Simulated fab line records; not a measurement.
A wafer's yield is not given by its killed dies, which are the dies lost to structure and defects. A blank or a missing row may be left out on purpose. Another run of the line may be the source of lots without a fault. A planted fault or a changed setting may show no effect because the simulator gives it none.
Matching of chambers	flow n5-finfet	4 sister chambers for N5_BEOL_M4_ETCH_69 on rie-diel-01
The step etches SiARC in CF4, target depth 15.6 nm, time 26 s. 14 wafers are shown with their chamber, then 7 later ones without.

== WAFERS WITH THEIR CHAMBER ==
wafer	chamber	drypump-motor-current-A (A)	showerhead-plenum-p-Torr (Torr)	throttle-valve-pct (%)
L078.1	3	5.4	2.12	15.78
L078.3	2	5.3	2.11	15.88
L078.5	2	5.3	2.11	15.87
L082.2	2	5.3	2.11	15.91
L082.4	1	6.4	2.16	15.25
L082.6	3	5.4	2.11	15.80
L085.1	1	6.4	2.15	15.27
L085.4	3	5.5	2.11	15.83
L085.5	2	5.3	2.11	15.40
L086.1	0	6.7	2.19	15.41
L086.2	3	5.5	2.11	15.82
L086.5	1	6.4	2.15	15.27
L087.3	3	5.5	2.11	15.83
L087.4	2	5.3	2.11	15.39

SIGNATURES (averages over the wafers above)
reading	chamber 0	chamber 1	chamber 2	chamber 3	scatter within a chamber
drypump-motor-current-A	6.700	6.400	5.300	5.460	0.0346
showerhead-plenum-p-Torr	2.1900	2.1533	2.1100	2.1120	0.00383
throttle-valve-pct	15.4100	15.2633	15.6900	15.8120	0.171
Rule: distance of a wafer from a chamber = root of the sum over the readings of ((wafer's reading minus chamber's mean) / reading's scatter) squared. If the next closest chamber is less than 2 further off than the closest, the wafer can't be placed; otherwise it belongs to the closest. How the scatter is found: for the shown wafers, subtract from each reading the mean of its chamber, square and add these, divide the total by (wafers less chambers), then take the root.

== WAFERS WHOSE CHAMBER IS MISSING ==
wafer	drypump-motor-current-A (A)	showerhead-plenum-p-Torr (Torr)	throttle-valve-pct (%)
L087.6	5.3	2.11	15.40
L089.1	6.4	2.15	15.28
L089.2	5.5	2.11	15.82
L089.4	5.3	2.11	15.41
L091.1	6.4	2.15	15.32
L091.3	5.3	2.10	15.44
L091.4	5.4	2.11	15.35

== EACH ONE'S CHAMBER ==
wafer	from the rows above	in truth
L087.6	2	2
L089.1	1	1
L089.2	3	3
L089.4	2	2
L091.1	1	1
L091.3	2	2
L091.4	can't be placed: 3 or 2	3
Correct placement for 6 of the 7. Not placeable from these rows: 1 (in 1, the candidates include the true chamber). Placed wrongly: 0.
